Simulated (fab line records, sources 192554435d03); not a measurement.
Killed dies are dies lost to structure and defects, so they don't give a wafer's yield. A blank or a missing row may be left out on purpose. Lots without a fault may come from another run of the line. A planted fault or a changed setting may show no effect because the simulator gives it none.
Split-lot experiment | flow n5_finfet | 7 lots, 21 wafers read, on a route of 1938 steps

THE SPLIT
At N5_FIN_SAQP_ETCH_65 (etches SiO2 in CF4, target depth 4 nm, time 4.4 s), the setting time_s was moved away from the recipe's 4.4 s on 7 of the 21 wafers read, by -14.0% to +19.0%. The other wafers ran this setting at the recipe's value.

The reading is taken at the split's own step.

THE READING
etch.depth_nm (the simulator's own value, which no gauge read), in nm, at N5_FIN_SAQP_ETCH_65 (etches SiO2 in CF4, target depth 4 nm, time 4.4 s). The file gives no usual value for it. The 14 wafers here that ran the recipe average 3.943 nm, standard deviation 0.099 nm.

wafer  | tool, chamber at the split | time_s as run, s | against the recipe | etch.depth_nm, nm | against lot-mates on the recipe
L078.3 | rie_si-05, 1               | 4.012            | -8.8%              | 3.661             | -0.203
L078.4 | rie_si-05, 1               | 4.012            | -8.8%              | 3.665             | -0.199
L078.6 | rie_si-05, 2               | 4.4              | recipe             | 3.864             | -
L079.1 | rie_si-05, 3               | 4.4              | recipe             | 3.821             | -
L079.3 | rie_si-05, 2               | 5.237            | +19.0%             | 4.577             | +0.756
L079.5 | rie_si-05, 2               | 5.237            | +19.0%             | 4.586             | +0.765
L083.2 | rie_si-05, 3               | 4.4              | recipe             | 3.806             | -
L083.5 | rie_si-05, 3               | 4.4              | recipe             | 3.825             | -
L083.6 | rie_si-05, 0               | 4.4              | recipe             | 4.029             | -
L084.2 | rie_si-01, 0               | 4.4              | recipe             | 4.076             | -
L084.3 | rie_si-01, 2               | 3.836            | -12.8%             | 3.501             | -0.481
L084.4 | rie_si-01, 3               | 4.4              | recipe             | 3.888             | -
L085.1 | rie_si-01, 3               | 4.4              | recipe             | 3.873             | -
L085.5 | rie_si-01, 2               | 4.4              | recipe             | 4.055             | -
L085.6 | rie_si-01, 1               | 4.4              | recipe             | 4.039             | -
L087.1 | rie_si-02, 3               | 3.784            | -14.0%             | 3.558             | -0.543
L087.2 | rie_si-02, 1               | 4.4              | recipe             | 4.101             | -
L087.3 | rie_si-02, 2               | 3.784            | -14.0%             | 3.467             | -0.634
L088.1 | rie_si-05, 1               | 4.4              | recipe             | 3.965             | -
L088.3 | rie_si-05, 2               | 4.4              | recipe             | 3.89              | -
L088.5 | rie_si-05, 1               | 4.4              | recipe             | 3.974             | -

THE FIT
A straight line over all 21 wafers: etch.depth_nm changes by +0.0328 nm for each +1% of time_s; r = +0.96; the points scatter about the line by 0.087 nm.
The same after taking each lot's own level away (the mean of its wafers on the recipe; 21 wafers): +0.0386 nm for each +1%; r = +0.97; scatter 0.079 nm.
On that fit, the largest move of time_s shifts the reading by 0.73 nm.
The lots' own levels span 3.8210 to 4.1010 nm, that is 2.8 times the standard deviation above.
So the lot-to-lot level changes the slope: the two fits differ.
Check: with one of the wafers moved furthest among these (+19.0%) left out of the fit, the line predicts +0.74 nm for it against its lot-mates. It came out at +0.756 nm against them.

OTHER SPLITS ON THESE WAFERS
These wafers also went through other splits before the reading. Each is held against what the fit with the lots' levels taken away leaves over:
other split on the same wafers           | wafers away from the commonest value | r with etch.depth_nm (lot level and that fit taken away)
N5_PMOS_HMC_CHANNEL_EPI_COAT_31 spin_rpm | 9                                    | -0.07

THE FILE'S OWN FIT
etch.depth_nm changes by +0.0383 nm for each +1% of time_s, r = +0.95.
